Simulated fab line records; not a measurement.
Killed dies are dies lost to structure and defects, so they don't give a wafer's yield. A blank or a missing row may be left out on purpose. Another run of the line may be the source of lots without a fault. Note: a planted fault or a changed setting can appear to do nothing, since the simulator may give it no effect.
Which tool did it?	flow nand_harc	14 lots, 42 wafers sampled, at 3 steps of a route of 1159

WHAT EACH GAUGE READ, for each wafer
NHARC_END_SORT_01. Usual: killed_at_array 29, standard deviation 13; killed_at_other 0.7, standard deviation 1; killed_at_periphery 3.2, standard deviation 2.3; killed_dies 33, standard deviation 13; killed_open 3.3, standard deviation 1.7; killed_short 2.0, standard deviation 1.5.
lot	measured	on	killed_at_array	killed_at_other	killed_at_periphery	killed_dies	killed_open	killed_short	flag
L818	day 22 09:26	prober-02	16 18 13	0 0 0	63 38 70	79 56 83	1 2 5	4 2 1	OFF
L816	day 22 14:59	prober-01	24 35 32	0 1 0	74 33 34	98 69 66	3 5 2	1 0 1	OFF

WHAT TOOL EACH LOT RAN ON (gives the tool, then ch and the chambers of the sampled wafers, and finally the start)
lot	NHARC_P_CONTACT_DEP_30	NHARC_THIN_TSV_DEGAS_49
L805	pecvd-01 ch 0,1,2, day 5 09:20	pvd_sputter-03, day 18 11:46
L806	pecvd-04 ch 0,2, day 5 10:25	pvd_sputter-02, day 19 02:39
L807	pecvd-04 ch 0,1, day 6 00:22	pvd_sputter-01, day 19 03:52
L808	pecvd-04 ch 0,2, day 6 02:31	pvd_sputter-02, day 19 04:55
L809	pecvd-04 ch 0,1,2, day 6 17:58	pvd_sputter-01, day 20 10:22
L811	pecvd-03 ch 0,1,2, day 7 03:50	pvd_sputter-01, day 20 19:02
L812	pecvd-03 ch 0,1,2, day 7 08:19	pvd_sputter-01, day 21 00:17
L818	pecvd-03 ch 0,1, day 8 20:01	pvd_sputter-03, day 21 18:24
L816	pecvd-03 ch 1,2, day 8 21:34	pvd_sputter-01, day 22 02:36
L823	pecvd-04 ch 0,1, day 9 23:48	pvd_sputter-02, day 23 14:52
L824	pecvd-01 ch 0,1,2, day 10 05:26	pvd_sputter-02, day 24 05:50
L825	pecvd-01 ch 0,1,2, day 10 12:49	pvd_sputter-02, day 23 22:27
L826	pecvd-04 ch 1,2, day 10 18:37	pvd_sputter-02, day 24 04:49
L828	pecvd-03 ch 0,1,2, day 11 03:51	pvd_sputter-01, day 24 17:28
- NHARC_P_CONTACT_DEP_30: deposits SiNx, target thk 30 nm.
- NHARC_THIN_TSV_DEGAS_49: time 120 s.

AS READ BY THE TOOLS THEMSELVES (means over the sampled wafers that have a number; for cases with no such wafer, the mark the record gives instead)
NHARC_P_CONTACT_DEP_30. Usual: 711 W for heater_power_w, sd 88.
lot	tool	heater_power_w (W)	flag
L805	pecvd-01	680	
L806	pecvd-04	779	
L807	pecvd-04	877	
L808	pecvd-04	778	
L809	pecvd-04	773	
L811	pecvd-03	674	
L812	pecvd-03	717	
L818	pecvd-03	748	
L816	pecvd-03	781	
L823	pecvd-04	836	
L824	pecvd-01	672	
L825	pecvd-01	677	
L826	pecvd-04	686	
L828	pecvd-03	683	

NHARC_THIN_TSV_DEGAS_49. Usual: 465 W for heater_power_w, sd 33.
lot	tool	heater_power_w (W)	flag
L805	pvd_sputter-03	459	
L806	pvd_sputter-02	460	
L807	pvd_sputter-01	465	
L808	pvd_sputter-02	475	
L809	pvd_sputter-01	442	
L811	pvd_sputter-01	457	
L812	pvd_sputter-01	470	
L818	pvd_sputter-03	458	
L816	pvd_sputter-01	488	
L823	pvd_sputter-02	460	
L824	pvd_sputter-02	448	
L825	pvd_sputter-02	476	
L826	pvd_sputter-02	476	
L828	pvd_sputter-01	517	

THE ANSWER, worked out from the rows above alone
Rule: take the mean of a lot's wafers that have a number; if it is more than 3 standard deviations from the usual mean, the lot is off. A lot without any number at a reading at which 4 lots or more have one is off too. Where the step has rows for the other lots, those lots are counted as sound. The gauges are gone through in route order, then the tools' own readings, and for those a lot's mean is taken as printed above. The first step at which some lot is off is used, and at that step the reading that is off furthest; a lot without a number counts as furthest.
Off: L818, L816, at NHARC_END_SORT_01 (killed_at_periphery). Neither off nor sound, because the step has no rows for them: L805, L806, L807, L808, L809, L811, L812, L823, L824, L825, L826, L828.
A tool fits if, at a process step before that reading, it ran every lot that is off, and no sound lot after the first of them. Gauges at NHARC_END_SORT_01: tried the same way as those tools. One fits: NHARC_P_CONTACT_DEP_30 on pecvd-03. It ran no sound lot before its first lot that is off in this sample, so the start can't be narrowed down.

WHAT HAD BEEN PUT IN BY THE SIMULATOR
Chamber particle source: pecvd-03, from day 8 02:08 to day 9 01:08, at NHARC_P_CONTACT_DEP_30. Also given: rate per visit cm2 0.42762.
Lots struck among those shown: L818, L816. The same result came from the rule above.
